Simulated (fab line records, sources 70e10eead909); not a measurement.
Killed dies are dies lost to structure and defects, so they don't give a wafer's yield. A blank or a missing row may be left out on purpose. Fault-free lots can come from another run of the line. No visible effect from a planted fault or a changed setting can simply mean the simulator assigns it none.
fab line records ; flow nand_harc
record: lots: 24; wafers: 72; last_day: 25
route steps=1159 shown A_STAIRCASE@595 A_SGD_CUT@747
lots that met no fault: from a run of the same line without faults
start_h: start of the lot's first displayed wafer, in hours after the record's first day ; wait_h: hours from the lot's prior step to this one ; " same as the row above ; L1.1+2: one row covering several wafers at once ; - no value present, or no start provided ; * or withheld: withheld ; < > ~ a bound
route shown NAME@n: names a module that has steps shown in the file, with the first one's number in the route ; usual: mean/standard deviation taken from wafers without a fault ; same: alike in all rows ; chamber/n: place in a boat ; sites: the reading at each site ; _std_site: the standard deviation of these ; _edge_site: the outer-site mean with the inner-site mean subtracted ; radius_mm: how far each site lies from the wafer's centre ; mask NAME#n: copy n ; behind: tool/chamber where the wafer was last shaped ; hold: what put the lot on hold/how long, in hours/how the hold closed ; device: the n, p or np transistor that did not switch ; end of line: tests of these same wafers at the route's end ; where a step has no rows: the recipe by itself ; killed: count of dies lost to structure and defects at first sort (not the wafer's yield) ; map: the dies of a wafer, with x for killed, . for not killed, _ for no die there
set.NAME: the setting that was run; set.NAME@STEP: the one run at that earlier step ; model.NAME: the simulator's own value behind a step, which no gauge read
one table for each step of the route and one row for each wafer, over a sample of lots
services: from which hour (start_h, from the record's first day; less than 0 if before it) a tool's chamber was out of use, for how many hours, and why
== steps ==
step: NHARC_A_STAIRCASE_ETCH_201
recipe: target_depth_a: 1000; time_s: 40.5; ion_energy_ev: 400; c4f8_flow_sccm: 20; o2_flow_sccm: 10; ar_flow_sccm: withheld; rf_w: 600; bias_w: 1000; chemistry: C4F8/O2
usual: oes_product_au: 0.943/0.013; rf_vpp_V: 897/4.8
lot.wafer;tool;chamber;start_h;wait_h;oes_product_au;rf_hours_counter_h;rf_vpp_V
L075.1;rie_diel-07;1;-;-;0.960;0;895
L075.3;rie_diel-07;3;-;-;0.930;0;902
L075.6;rie_diel-07;2;-;-;0.949;-;904
L074.4;rie_diel-02;2;-;-;0.929;33;900
L074.1;rie_diel-02;0;-;-;0.929;32;887
L074.5;rie_diel-02;2;-;-;0.929;-;899
L078.3;rie_diel-06;0;-;-;0.933;4;889
L078.4;rie_diel-06;1;-;-;0.927;4;894
L078.1;rie_diel-06;3;-;-;0.941;4;900
L076.4;rie_diel-06;0;-;-;0.949;4;889
L076.2;rie_diel-06;2;-;-;0.931;5;899
L076.6;rie_diel-06;1;-;-;0.967;-;896
L077.2;rie_diel-06;1;-;-;0.947;6;895
L077.4;rie_diel-06;2;-;-;0.925;5;898
L077.5;rie_diel-06;2;-;-;0.931;-;899
L079.3;rie_diel-06;3;-;-;0.951;8;897
L079.2;rie_diel-06;1;-;-;0.952;9;896
L079.6;rie_diel-06;2;-;-;0.917;-;899
L080.2;rie_diel-07;3;-;-;0.923;12;902
L080.5;rie_diel-07;3;-;-;0.928;-;902
L080.6;rie_diel-07;0;-;-;0.940;-;902
L081.1;rie_diel-06;0;-;-;0.959;15;891
L081.4;rie_diel-06;1;-;-;0.961;14;894
L081.6;rie_diel-06;3;-;-;0.938;-;898
L082.3;rie_diel-02;2;-;-;0.935;53;898
L082.2;rie_diel-02;1;-;-;0.936;49;900
L082.5;rie_diel-02;2;-;-;0.930;-;898
L083.3;rie_diel-06;2;-;-;0.946;16;899
L083.1;rie_diel-06;3;-;-;0.955;20;898
L083.2;rie_diel-06;1;-;-;0.952;20;895
L085.3;rie_diel-07;2;-;-;0.955;23;904
L085.1;rie_diel-07;3;-;-;0.939;24;901
L085.6;rie_diel-07;2;-;-;0.950;-;904
L084.1;rie_diel-06;0;-;-;0.975;22;889
L084.2;rie_diel-06;1;-;-;0.946;21;895
L084.6;rie_diel-06;0;-;-;0.973;-;890
L086.1;rie_diel-06;3;-;-;0.945;27;899
L086.4;rie_diel-06;0;-;-;0.955;-;889
L086.6;rie_diel-06;1;-;-;0.953;-;896
L087.3;rie_diel-07;2;-;-;0.950;30;904
L087.4;rie_diel-07;3;-;-;0.936;31;901
L087.5;rie_diel-07;2;-;-;0.948;-;903
L088.3;rie_diel-06;1;-;-;0.940;28;895
L088.1;rie_diel-06;3;-;-;0.942;29;897
L088.6;rie_diel-06;2;-;-;0.936;-;897
L089.3;rie_diel-06;0;-;-;0.950;31;888
L089.5;rie_diel-06;1;-;-;0.959;-;895
L089.6;rie_diel-06;2;-;-;0.947;-;897
L090.3;rie_diel-06;2;-;-;0.930;29;898
L090.1;rie_diel-06;0;-;-;0.940;36;889
L090.6;rie_diel-06;2;-;-;0.922;-;899
L091.3;rie_diel-02;3;-;-;0.929;5;907
L091.1;rie_diel-02;2;-;-;0.936;5;899
L091.4;rie_diel-02;2;-;-;0.932;-;899
L092.3;rie_diel-02;1;-;-;0.952;6;899
L092.1;rie_diel-02;2;-;-;0.942;6;898
L092.6;rie_diel-02;1;-;-;0.955;-;900
L093.2;rie_diel-06;1;-;-;0.947;41;896
L093.4;rie_diel-06;3;-;-;0.942;42;898
L093.5;rie_diel-06;0;-;-;0.949;-;890
L094.1;rie_diel-06;1;-;-;0.946;41;895
L094.3;rie_diel-06;2;-;-;0.929;37;899
L094.5;rie_diel-06;1;-;-;0.948;-;897
L096.1;rie_diel-06;3;-;-;0.943;44;898
L096.5;rie_diel-06;2;-;-;0.934;-;897
L096.6;rie_diel-06;3;-;-;0.947;-;898
L095.2;rie_diel-02;1;-;-;0.938;17;902
L095.3;rie_diel-02;2;-;-;0.928;17;899
L095.1;rie_diel-02;0;-;-;0.914;3;906
L097.3;rie_diel-02;2;-;-;0.929;26;897
L097.2;rie_diel-02;1;-;-;0.953;24;900
L097.5;rie_diel-02;2;-;-;0.937;-;896
step: NHARC_A_STAIRCASE_ETCH_223
recipe: target_depth_a: 1000; time_s: 40.5; ion_energy_ev: 400; c4f8_flow_sccm: 20; o2_flow_sccm: 10; ar_flow_sccm: withheld; rf_w: 600; bias_w: 1000; chemistry: C4F8/O2
usual: oes_product_au: 0.940/0.014; rf_vpp_V: 897/5.3
lot.wafer;tool;chamber;start_h;wait_h;oes_product_au;rf_hours_counter_h;rf_vpp_V
L075.3;rie_diel-06;3;-;-;0.946;66;898
L075.1;rie_diel-06;0;-;-;0.935;62;890
L075.6;rie_diel-06;2;-;-;0.968;-;898
L074.1;rie_diel-02;1;-;-;0.941;31;901
L074.4;rie_diel-02;3;-;-;0.929;35;887
L074.5;rie_diel-02;1;-;-;0.933;-;902
L078.3;rie_diel-02;2;-;-;0.926;42;899
L078.4;rie_diel-02;3;-;-;0.926;43;887
L078.1;rie_diel-02;0;-;-;0.919;43;885
L076.4;rie_diel-07;1;-;-;0.970;10;894
L076.2;rie_diel-07;2;-;-;0.934;10;905
L076.6;rie_diel-07;0;-;-;0.951;-;902
L077.4;rie_diel-02;1;-;-;0.938;39;900
L077.2;rie_diel-02;2;-;-;0.929;43;899
L077.5;rie_diel-02;3;-;-;0.927;-;887
L079.2;rie_diel-07;3;-;-;0.940;13;902
L079.3;rie_diel-07;0;-;-;0.948;13;901
L079.6;rie_diel-07;3;-;-;0.944;-;902
L080.2;rie_diel-06;0;-;-;0.931;10;891
L080.6;rie_diel-06;3;-;-;0.927;-;899
L080.5;rie_diel-06;0;-;-;0.933;-;890
L081.1;rie_diel-02;0;-;-;0.913;53;885
L081.4;rie_diel-02;2;-;-;0.921;51;898
L081.6;rie_diel-02;1;-;-;0.924;-;901
L082.2;rie_diel-02;1;-;-;0.944;52;901
L082.3;rie_diel-02;2;-;-;0.926;57;898
L082.5;rie_diel-02;2;-;-;0.925;-;897
L083.1;rie_diel-07;2;-;-;0.956;23;906
L083.3;rie_diel-07;0;-;-;0.948;24;900
L083.2;rie_diel-07;1;-;-;0.951;18;894
L085.3;rie_diel-07;0;-;-;0.943;25;901
L085.1;rie_diel-07;1;-;-;0.953;18;895
L085.6;rie_diel-07;1;-;-;0.957;-;894
L084.2;rie_diel-06;1;-;-;0.947;21;895
L084.1;rie_diel-06;2;-;-;0.940;17;899
L084.6;rie_diel-06;1;-;-;0.945;-;895
L086.4;rie_diel-07;3;-;-;0.919;32;901
L086.1;rie_diel-07;0;-;-;0.943;34;901
L086.6;rie_diel-07;2;-;-;0.938;-;903
L087.3;rie_diel-06;0;-;-;0.953;29;889
L087.4;rie_diel-06;1;-;-;0.936;28;896
L087.5;rie_diel-06;0;-;-;0.943;-;889
L088.1;rie_diel-06;1;-;-;0.957;30;898
L088.3;rie_diel-06;3;-;-;0.948;30;898
L088.6;rie_diel-06;1;-;-;0.950;-;894
L089.3;rie_diel-06;0;-;-;0.953;34;890
L089.6;rie_diel-06;3;-;-;0.936;-;898
L089.5;rie_diel-06;0;-;-;0.951;-;892
L090.1;rie_diel-02;3;-;-;0.929;2;904
L090.3;rie_diel-02;2;-;-;0.933;2;898
L090.6;rie_diel-02;1;-;-;0.941;-;902
L091.1;rie_diel-06;1;-;-;0.962;35;895
L091.4;rie_diel-06;2;-;-;0.943;31;898
L091.3;rie_diel-06;0;-;-;0.949;38;889
L092.1;rie_diel-02;2;-;-;0.922;7;900
L092.3;rie_diel-02;3;-;-;0.926;7;905
L092.6;rie_diel-02;2;-;-;0.928;-;898
L093.2;rie_diel-07;0;-;-;0.933;51;902
L093.4;rie_diel-07;1;-;-;0.942;43;894
L093.5;rie_diel-07;3;-;-;0.913;-;899
L094.3;rie_diel-06;3;-;-;0.947;43;898
L094.1;rie_diel-06;0;-;-;0.952;44;889
L094.5;rie_diel-06;1;-;-;0.967;-;895
L096.1;rie_diel-06;2;-;-;0.927;40;897
L096.6;rie_diel-06;3;-;-;0.952;-;897
L096.5;rie_diel-06;0;-;-;0.975;-;888
L095.1;rie_diel-06;1;-;-;0.944;46;894
L095.2;rie_diel-06;2;-;-;0.930;41;900
L095.3;rie_diel-06;3;-;-;0.956;46;899
L097.2;rie_diel-06;1;-;-;0.942;53;893
L097.3;rie_diel-06;2;-;-;0.923;48;899
L097.5;rie_diel-06;2;-;-;0.927;-;898
step: NHARC_A_STAIRCASE_DESCUM_252
recipe: time_s: 3; o2_flow_sccm: 200; ar_flow_sccm: 0; bias_power_w: 0; chemistry: O2
usual: drypump_motor_current_A: 6.1/0.39; oes_product_au: 0.999/0.011; rf_vpp_V: 57.8/0.96; showerhead_plenum_p_Torr: 1.94/0.091; throttle_valve_pct: 11.310/0.0087
lot.wafer;tool;chamber;start_h;wait_h;drypump_motor_current_A;oes_product_au;rf_hours_counter_h;rf_vpp_V;showerhead_plenum_p_Torr;throttle_valve_pct
L075.3;rie_diel-07;3;243.61;-;5.4;0.995;2;57.6;2.01;11.312
L075.1;rie_diel-07;0;243.61;-;6.3;1.006;2;58.4;2.01;11.305
L075.6;rie_diel-07;1;243.61;-;5.4;1.024;-;57.9;1.90;11.315
L074.4;rie_diel-07;3;246.12;-;5.4;0.989;3;58.5;2.01;11.318
L074.1;rie_diel-07;0;246.12;-;6.3;0.995;3;57.9;2.01;11.310
L074.5;rie_diel-07;1;246.12;-;5.4;1.021;-;56.2;1.90;11.296
L078.1;rie_diel-06;3;263.48;-;5.7;0.999;5;59.3;1.96;11.307
L078.4;rie_diel-06;0;263.48;-;6.4;1.007;6;56.0;1.82;11.307
L078.3;rie_diel-06;1;263.48;-;6.2;1.012;6;59.8;1.90;11.321
L076.2;rie_diel-02;3;264.75;-;5.8;0.990;45;57.9;1.77;11.322
L076.4;rie_diel-02;0;264.75;-;5.7;0.994;45;58.1;1.77;11.308
L076.6;rie_diel-02;2;264.75;-;6.3;0.999;-;58.8;1.96;11.289
L077.4;rie_diel-07;0;266.79;-;6.3;1.015;11;58.3;2.01;11.313
L077.2;rie_diel-07;2;266.79;-;6.0;1.008;11;59.2;2.05;11.306
L077.5;rie_diel-07;0;266.79;-;6.3;1.007;-;57.1;2.01;11.304
L079.2;rie_diel-02;3;276.41;-;5.8;0.996;50;55.6;1.77;11.323
L079.3;rie_diel-02;2;276.41;-;6.3;0.991;47;58.4;1.96;11.317
L079.6;rie_diel-02;0;276.41;-;5.7;0.983;-;56.8;1.76;11.306
L080.2;rie_diel-02;2;279.65;-;6.3;0.986;48;57.4;1.96;11.321
L080.6;rie_diel-02;3;279.65;-;5.8;0.994;-;56.4;1.77;11.308
L080.5;rie_diel-02;0;279.65;-;5.7;0.989;-;57.8;1.76;11.310
L081.1;rie_diel-07;0;289.86;-;6.3;1.011;19;57.7;2.00;11.322
L081.4;rie_diel-07;3;289.86;-;5.4;0.995;-;56.1;2.00;11.315
L081.6;rie_diel-07;0;289.86;-;6.3;1.009;-;57.5;2.00;11.311
L082.2;rie_diel-02;1;298.52;-;6.7;0.984;53;57.4;2.00;11.308
L082.3;rie_diel-02;2;298.52;-;6.3;0.993;58;57.4;1.95;11.321
L082.5;rie_diel-02;3;298.52;-;5.8;0.990;-;57.5;1.77;11.308
L083.3;rie_diel-06;2;305.98;-;6.5;1.002;18;57.8;1.95;11.297
L083.1;rie_diel-06;3;305.98;-;5.7;0.996;22;55.6;1.95;11.308
L083.2;rie_diel-06;1;305.98;-;6.2;1.000;22;56.8;1.90;11.303
L085.3;rie_diel-02;3;307.01;-;5.8;0.996;62;58.3;1.76;11.305
L085.1;rie_diel-02;0;307.01;-;5.7;0.988;61;56.8;1.76;11.298
L085.6;rie_diel-02;3;307.01;-;5.8;0.999;-;56.9;1.76;11.320
L084.2;rie_diel-02;2;307.87;-;6.2;0.983;61;56.2;1.95;11.312
L084.1;rie_diel-02;0;307.87;-;5.7;0.989;61;57.9;1.76;11.319
L084.6;rie_diel-02;2;307.87;-;6.3;0.990;-;57.1;1.95;11.317
L086.1;rie_diel-06;3;333.47;-;5.7;1.002;30;59.3;1.95;11.306
L086.4;rie_diel-06;0;333.47;-;6.4;1.017;31;58.3;1.81;11.303
L086.6;rie_diel-06;3;333.47;-;5.7;0.998;-;57.2;1.95;11.307
L087.3;rie_diel-06;1;333.56;-;6.2;1.006;30;57.7;1.90;11.315
L087.4;rie_diel-06;0;333.56;-;6.4;1.007;31;56.4;1.81;11.325
L087.5;rie_diel-06;1;333.56;-;6.3;1.006;-;57.4;1.90;11.299
L088.3;rie_diel-02;3;336.83;-;5.9;0.991;0;59.4;2.08;11.309
L088.1;rie_diel-02;2;336.83;-;6.3;0.995;0;59.2;1.95;11.317
L088.6;rie_diel-02;1;336.83;-;6.7;1.009;-;56.9;1.99;11.317
L089.3;rie_diel-02;1;340.93;-;6.7;1.013;1;57.0;1.99;11.311
L089.5;rie_diel-02;1;340.93;-;6.7;1.008;-;58.6;1.99;11.291
L089.6;rie_diel-02;2;340.93;-;6.3;0.993;-;58.4;1.95;11.308
L090.1;rie_diel-07;3;347.87;-;5.5;0.997;41;58.9;2.00;11.309
L090.3;rie_diel-07;1;347.87;-;5.4;1.015;35;56.7;1.89;11.293
L090.6;rie_diel-07;0;347.87;-;6.3;1.017;-;58.7;1.99;11.310
L091.1;rie_diel-02;1;354.62;-;6.7;1.024;7;58.3;1.99;11.318
L091.3;rie_diel-02;2;354.62;-;6.3;1.003;7;58.0;1.95;11.310
L091.4;rie_diel-02;2;354.62;-;6.3;0.990;-;56.7;1.95;11.307
L092.3;rie_diel-06;1;360.42;-;6.3;1.015;40;57.8;1.89;11.305
L092.1;rie_diel-06;2;360.42;-;6.4;0.992;35;58.4;1.94;11.298
L092.6;rie_diel-06;1;360.42;-;6.3;1.008;-;58.3;1.89;11.309
L093.4;rie_diel-06;2;370.66;-;6.4;0.986;39;57.1;1.94;11.320
L093.2;rie_diel-06;0;370.66;-;6.4;0.999;45;58.1;1.81;11.317
L093.5;rie_diel-06;3;370.66;-;5.7;0.993;-;57.4;1.94;11.307
L094.1;rie_diel-07;3;372.29;-;5.5;0.979;50;59.2;1.99;11.312
L094.3;rie_diel-07;0;372.29;-;6.3;1.012;54;58.0;1.99;11.307
L094.5;rie_diel-07;0;372.29;-;6.3;1.003;-;58.3;1.99;11.316
L096.1;rie_diel-07;3;378.46;-;5.5;0.981;51;57.8;1.99;11.319
L096.6;rie_diel-07;0;378.46;-;6.3;1.003;-;57.9;1.99;11.296
L096.5;rie_diel-07;1;378.46;-;5.4;1.007;-;57.6;1.88;11.324
L095.3;rie_diel-07;3;383.44;-;5.5;0.981;52;57.9;1.99;11.314
L095.2;rie_diel-07;0;383.44;-;6.3;1.016;57;56.9;1.99;11.312
L095.1;rie_diel-07;2;383.44;-;6.0;1.000;50;58.0;2.04;11.313
L097.2;rie_diel-02;3;401.36;-;5.9;0.993;29;58.4;2.07;11.316
L097.3;rie_diel-02;0;401.36;-;5.7;0.984;12;59.6;2.07;11.310
L097.5;rie_diel-02;3;401.36;-;5.8;1.000;-;59.3;2.07;11.322
step: NHARC_A_STAIRCASE_DEP_471
recipe: target_thk_a: 1000; temp_c: 400; pressure_torr: 6.5; rf_w: 900; teos_flow_sccm: 161.4; flow_sccm: 2650; target_thk_nm: 100; gas: O2; material: SiO2
usual: heater_power_w: 546/61; throttle_valve_pct: 16.2/0.44
lot.wafer;tool;chamber;start_h;wait_h;heater_power_w;throttle_valve_pct
L075.1;pecvd-04;0;297.62;-;600;15.9
L075.3;pecvd-04;1;297.62;-;452;16.1
L075.6;pecvd-04;2;297.62;-;468;16.3
L074.1;pecvd-04;1;303.43;-;557;16.0
L074.5;pecvd-04;1;303.43;-;565;16.3
L074.4;pecvd-04;0;303.43;-;534;15.7
L077.2;pecvd-04;2;319.98;-;517;16.6
L077.4;pecvd-04;0;319.98;-;550;15.9
L077.5;pecvd-04;1;319.98;-;448;16.2
L076.2;pecvd-04;1;320.23;-;548;16.2
L076.6;pecvd-04;0;320.23;-;651;15.7
L076.4;pecvd-04;1;320.23;-;558;16.4
L078.1;pecvd-03;1;320.26;-;489;16.4
L078.3;pecvd-03;1;320.26;-;507;16.3
L078.4;pecvd-03;0;320.26;-;549;16.1
L080.2;pecvd-01;0;339.61;-;513;17.4
L080.6;pecvd-01;2;339.61;-;575;15.5
L080.5;pecvd-01;0;339.61;-;529;17.1
L079.2;pecvd-03;2;339.80;-;576;16.1
L079.3;pecvd-03;0;339.80;-;630;16.0
L079.6;pecvd-03;1;339.80;-;482;16.5
L081.1;pecvd-01;0;350.87;-;462;17.3
L081.6;pecvd-01;2;350.87;-;617;15.5
L081.4;pecvd-01;1;350.87;-;527;15.4
L082.3;pecvd-03;0;361.46;-;606;16.0
L082.2;pecvd-03;1;361.46;-;571;16.3
L082.5;pecvd-03;1;361.46;-;560;16.4
L083.1;pecvd-03;2;363.68;-;615;16.3
L083.3;pecvd-03;0;363.68;-;645;15.8
L083.2;pecvd-03;1;363.68;-;503;16.5
L084.1;pecvd-04;2;363.94;-;462;16.9
L084.2;pecvd-04;1;363.94;-;509;16.6
L084.6;pecvd-04;0;363.94;-;638;16.0
L085.3;pecvd-04;0;364.37;-;628;15.8
L085.1;pecvd-04;1;364.37;-;527;16.4
L085.6;pecvd-04;0;364.37;-;642;16.0
L088.3;pecvd-01;0;388.31;-;478;17.3
L088.1;pecvd-01;2;388.31;-;576;15.3
L088.6;pecvd-01;1;388.31;-;594;15.6
L086.1;pecvd-03;0;388.44;-;613;16.1
L086.6;pecvd-03;2;388.44;-;622;16.3
L086.4;pecvd-03;1;388.44;-;573;16.6
L087.3;pecvd-04;0;389.41;-;620;16.1
L087.4;pecvd-04;1;389.41;-;498;16.3
L087.5;pecvd-04;2;389.41;-;493;16.4
L089.3;pecvd-03;2;397.88;-;532;15.8
L089.5;pecvd-03;0;397.88;-;494;16.0
L089.6;pecvd-03;2;397.88;-;545;15.9
L090.1;pecvd-03;0;408.41;-;569;16.3
L090.3;pecvd-03;2;408.41;-;597;16.3
L090.6;pecvd-03;2;408.41;-;588;16.2
L092.3;pecvd-01;2;413.51;-;572;15.3
L092.1;pecvd-01;0;413.51;-;439;17.5
L092.6;pecvd-01;2;413.51;-;559;15.5
L091.1;pecvd-04;1;415.41;-;494;16.2
L091.3;pecvd-04;0;415.41;-;631;16.3
L091.4;pecvd-04;1;415.41;-;515;16.4
L093.2;pecvd-04;1;426.72;-;570;16.4
L093.5;pecvd-04;2;426.72;-;498;16.5
L093.4;pecvd-04;0;426.72;-;616;16.2
L094.3;pecvd-04;1;433.51;-;640;16.2
L094.1;pecvd-04;0;433.51;-;642;16.1
L094.5;pecvd-04;2;433.51;-;415;16.5
L095.1;pecvd-01;2;437.83;-;481;16.2
L095.3;pecvd-01;0;437.83;-;461;17.0
L095.2;pecvd-01;1;437.83;-;505;15.4
L096.1;pecvd-03;2;438.10;-;646;16.2
L096.6;pecvd-03;2;438.10;-;500;16.2
L096.5;pecvd-03;1;438.10;-;573;16.6
L097.2;pecvd-04;0;460.83;-;550;16.1
L097.3;pecvd-04;1;460.83;-;507;16.2
L097.5;pecvd-04;0;460.83;-;541;16.5
step: NHARC_A_STAIRCASE_CMP_472
recipe: material: SiO2
usual: motor_current_A: 12.3/1.3
lot.wafer;tool;chamber;start_h;wait_h;motor_current_A
L075.3;cmp-03;3;297.92;0.2;11.6
L075.1;cmp-03;0;297.92;0.2;13.8
L075.6;cmp-03;2;297.92;0.2;13.6
L074.4;cmp-02;2;303.73;0.1;14.2
L074.1;cmp-02;3;303.73;0.1;12.0
L074.5;cmp-02;2;303.73;0.1;13.3
L077.4;cmp-03;2;320.25;0.1;13.5
L077.2;cmp-03;3;320.25;0.1;11.6
L077.5;cmp-03;3;320.25;0.1;11.7
L076.2;cmp-01;1;320.51;0.2;10.8
L076.4;cmp-01;3;320.51;0.2;10.4
L076.6;cmp-01;1;320.51;0.2;11.0
L078.4;cmp-03;2;320.64;0.2;13.5
L078.3;cmp-03;3;320.64;0.2;10.9
L078.1;cmp-03;0;320.64;0.2;14.8
L080.2;cmp-01;0;339.85;0.2;12.6
L080.5;cmp-01;3;339.85;0.2;9.8
L080.6;cmp-01;0;339.85;0.2;11.5
L079.2;cmp-03;3;340.04;0.2;11.3
L079.3;cmp-03;2;340.04;0.2;13.6
L079.6;cmp-03;0;340.04;0.2;14.8
L081.4;cmp-02;3;351.14;0.1;11.7
L081.1;cmp-02;1;351.14;0.1;12.8
L081.6;cmp-02;2;351.14;0.1;13.1
L082.2;cmp-02;0;361.76;0.2;10.2
L082.3;cmp-02;1;361.76;0.2;12.7
L082.5;cmp-02;2;361.76;0.2;13.8
L083.2;cmp-02;2;363.95;0.2;13.3
L083.3;cmp-02;0;363.95;0.2;10.4
L083.1;cmp-02;1;363.95;0.2;13.0
L084.1;cmp-03;0;364.24;0.3;14.8
L084.2;cmp-03;1;364.24;0.3;13.8
L084.6;cmp-03;0;364.24;0.3;14.6
L085.3;cmp-01;0;364.61;0.2;12.0
L085.1;cmp-01;3;364.61;0.2;10.4
L085.6;cmp-01;0;364.61;0.2;12.3
L088.1;cmp-01;0;388.58;0.2;12.0
L088.3;cmp-01;1;388.58;0.2;11.8
L088.6;cmp-01;0;388.58;0.2;12.3
L086.4;cmp-03;2;388.73;0.2;14.3
L086.1;cmp-03;3;388.73;0.2;11.5
L086.6;cmp-03;0;388.73;0.2;14.5
L087.3;cmp-02;2;389.63;0.2;13.2
L087.4;cmp-02;3;389.63;0.2;11.9
L087.5;cmp-02;2;389.63;0.2;13.0
L089.3;cmp-02;1;398.18;0.3;12.3
L089.5;cmp-02;2;398.18;0.3;13.2
L089.6;cmp-02;3;398.18;0.3;12.5
L090.1;cmp-02;1;408.68;0.2;12.8
L090.3;cmp-02;0;408.68;0.2;10.1
L090.6;cmp-02;2;408.68;0.2;13.3
L092.1;cmp-02;3;413.75;0.2;11.6
L092.3;cmp-02;0;413.75;0.2;10.9
L092.6;cmp-02;3;413.75;0.2;11.6
L091.4;cmp-01;2;415.68;0.2;12.0
L091.1;cmp-01;3;415.68;0.2;10.8
L091.3;cmp-01;0;415.68;0.2;11.5
L093.4;cmp-03;3;427.02;0.1;11.4
L093.2;cmp-03;1;427.02;0.1;13.9
L093.5;cmp-03;3;427.02;0.1;10.8
L094.3;cmp-02;2;433.84;0.3;12.9
L094.1;cmp-02;3;433.84;0.3;11.9
L094.5;cmp-02;1;433.84;0.3;12.0
L095.1;cmp-02;3;438.11;0.2;11.7
L095.2;cmp-02;0;438.11;0.2;10.6
L095.3;cmp-02;1;438.11;0.2;12.9
L096.1;cmp-02;2;438.42;0.3;13.4
L096.6;cmp-02;0;438.42;0.3;11.0
L096.5;cmp-02;1;438.42;0.3;12.8
L097.3;cmp-02;1;461.13;0.2;12.3
L097.2;cmp-02;0;461.13;0.2;10.4
L097.5;cmp-02;1;461.13;0.2;12.4
step: NHARC_A_SGD_CUT_DEP_00
recipe: target_thk_a: 500; temp_c: 400; target_thk_nm: 50; flow_sccm: 200; rf_w: 450; material: SiNx
usual: heater_power_w: 718/61
lot.wafer;tool;chamber;start_h;wait_h;heater_power_w
L075.3;pecvd-04;0;298.32;0.1;734
L075.1;pecvd-04;2;298.32;0.1;664
L075.6;pecvd-04;2;298.32;0.1;662
L074.1;pecvd-04;1;304.18;0.1;656
L074.5;pecvd-04;2;304.18;0.1;638
L074.4;pecvd-04;1;304.18;0.1;666
L077.2;pecvd-04;2;320.66;0.1;638
L077.4;pecvd-04;2;320.66;0.1;624
L077.5;pecvd-04;1;320.66;0.1;729
L076.2;pecvd-03;0;320.91;0.1;774
L076.4;pecvd-03;1;320.91;0.1;702
L076.6;pecvd-03;1;320.91;0.1;697
L078.3;pecvd-02;1;321.02;0.1;624
L078.1;pecvd-02;0;321.02;0.1;814
L078.4;pecvd-02;1;321.02;0.1;630
L080.2;pecvd-04;0;340.30;0.1;664
L080.5;pecvd-04;1;340.30;0.1;619
L080.6;pecvd-04;2;340.30;0.1;642
L079.3;pecvd-03;2;340.48;0.1;770
L079.2;pecvd-03;0;340.48;0.1;736
L079.6;pecvd-03;2;340.48;0.1;786
L081.1;pecvd-02;2;351.77;0.3;807
L081.6;pecvd-02;1;351.77;0.3;668
L081.4;pecvd-02;2;351.77;0.3;801
L082.3;pecvd-02;2;362.14;0.1;780
L082.2;pecvd-02;0;362.14;0.1;838
L082.5;pecvd-02;1;362.14;0.1;629
L083.3;pecvd-03;0;364.37;0.1;799
L083.2;pecvd-03;1;364.37;0.1;713
L083.1;pecvd-03;2;364.37;0.1;785
L084.1;pecvd-04;1;364.66;0.1;631
L084.2;pecvd-04;2;364.66;0.1;705
L084.6;pecvd-04;2;364.66;0.1;691
L085.1;pecvd-04;2;365.02;0.1;696
L085.3;pecvd-04;0;365.02;0.1;788
L085.6;pecvd-04;1;365.02;0.1;664
L088.3;pecvd-03;2;389.05;0.1;765
L088.1;pecvd-03;0;389.05;0.1;748
L088.6;pecvd-03;0;389.05;0.1;753
L086.1;pecvd-02;0;389.17;0.1;844
L086.4;pecvd-02;1;389.17;0.1;699
L086.6;pecvd-02;2;389.17;0.1;790
L087.3;pecvd-03;2;390.10;0.1;739
L087.5;pecvd-03;0;390.10;0.1;727
L087.4;pecvd-03;2;390.10;0.1;763
L089.3;pecvd-04;0;398.55;0.1;762
L089.5;pecvd-04;0;398.55;0.1;767
L089.6;pecvd-04;1;398.55;0.1;776
L090.3;pecvd-04;1;409.24;0.2;683
L090.1;pecvd-04;0;409.24;0.2;786
L090.6;pecvd-04;2;409.24;0.2;704
L092.1;pecvd-04;1;414.19;0.1;754
L092.3;pecvd-04;0;414.19;0.1;663
L092.6;pecvd-04;0;414.19;0.1;674
L091.1;pecvd-02;0;416.12;0.1;731
L091.3;pecvd-02;2;416.12;0.1;838
L091.4;pecvd-02;0;416.12;0.1;769
L093.2;pecvd-04;2;427.46;0.1;667
L093.4;pecvd-04;1;427.46;0.1;756
L093.5;pecvd-04;2;427.46;0.1;678
L094.1;pecvd-04;0;434.29;0.2;747
L094.3;pecvd-04;1;434.29;0.2;746
L094.5;pecvd-04;2;434.29;0.2;604
L095.3;pecvd-04;0;438.51;0.1;761
L095.2;pecvd-04;1;438.51;0.1;792
L095.1;pecvd-04;2;438.51;0.1;704
L096.1;pecvd-03;2;438.89;0.2;743
L096.5;pecvd-03;2;438.89;0.2;762
L096.6;pecvd-03;0;438.89;0.2;650
L097.2;pecvd-02;2;461.54;0.1;723
L097.3;pecvd-02;0;461.54;0.1;769
L097.5;pecvd-02;0;461.54;0.1;747
== services ==
tool;chamber;start_h;hours;kind
cmp-02;-;226.61;4.0;pm
rie_diel-07;-;228.23;9.0;pm
rie_diel-06;-;241.20;9.0;pm
cmp-02;-;284.55;0.6;repair
rie_diel-07;1;287.55;13.4;repair
rie_diel-06;2;289.33;6.8;repair
pecvd-03;-;292.26;13.0;pm
rie_diel-02;0;318.79;4.1;repair
pecvd-03;2;319.22;5.1;repair
cmp-02;-;324.61;4.0;pm
rie_diel-02;-;327.76;9.0;pm
rie_diel-06;3;360.12;2.1;repair
cmp-02;-;374.24;0.5;repair
pecvd-04;-;376.34;13.0;pm
pecvd-04;0;389.61;6.4;repair
cmp-02;-;394.81;0.8;repair
rie_diel-07;-;396.21;0.8;repair
rie_diel-07;-;405.23;9.0;pm
rie_diel-06;-;418.20;9.0;pm
cmp-02;-;422.61;4.0;pm
cmp-02;-;432.13;1.4;repair
rie_diel-07;1;445.64;11.8;repair
cmp-02;-;447.48;0.7;repair
pecvd-04;-;454.48;4.5;repair
== key ==
fault none
